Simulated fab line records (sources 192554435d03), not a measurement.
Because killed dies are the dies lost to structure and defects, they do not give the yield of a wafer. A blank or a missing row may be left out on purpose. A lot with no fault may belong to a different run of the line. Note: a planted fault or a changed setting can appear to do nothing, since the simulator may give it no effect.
Chamber matching    flow n5 finfet    rie si-04 running N5_BEOL_M0_SAQP_MANDREL_ETCH_103: 4 sister chambers
The step etches a-Si in HBr/Cl2, stops on SiCN, target depth 45 nm, bt time 10 s, time 27 s. 4 wafers are shown with their chamber, then 9 later ones without.

== WAFERS, EACH WITH ITS CHAMBER ==
wafer   chamber  drypump motor current A (A)
L080.5  1        5.8
L089.3  3        5.4
L094.2  0        5.1
L094.6  2        5.4

== WAFERS WITH NO CHAMBER GIVEN ==
wafer   drypump motor current A (A)
L095.1  5.0
L095.3  5.4
L095.5  5.4
L096.1  5.0
L096.2  5.7
L096.3  5.4
L097.2  5.0
L097.4  5.4
L097.6  5.8

== WHICH CHAMBER EACH WENT THROUGH ==
wafer   from the rows above      in truth
L095.1  0                        0
L095.3  can't be placed: 2 or 3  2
L095.5  can't be placed: 2 or 3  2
L096.1  0                        0
L096.2  1                        1
L096.3  can't be placed: 2 or 3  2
L097.2  0                        0
L097.4  can't be placed: 2 or 3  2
L097.6  1                        1
5 of 9 placed correctly. Not placeable from these rows: 4 (in 4, the candidates include the true chamber). Wrongly placed: 0.
How it was worked out, from the rows above alone: a wafer's distance from a chamber is the root of the sum, over the readings, of the square of ((its reading less the chamber's mean) divided by the reading's scatter). If the next closest chamber is less than 2 further off than the closest, the wafer can't be placed; otherwise it belongs to the closest. For every chamber, the mean is computed from those of its wafers that are shown. The scatter: root of mean squared gap, hidden wafer to nearest shown wafer, with one shown wafer a chamber.
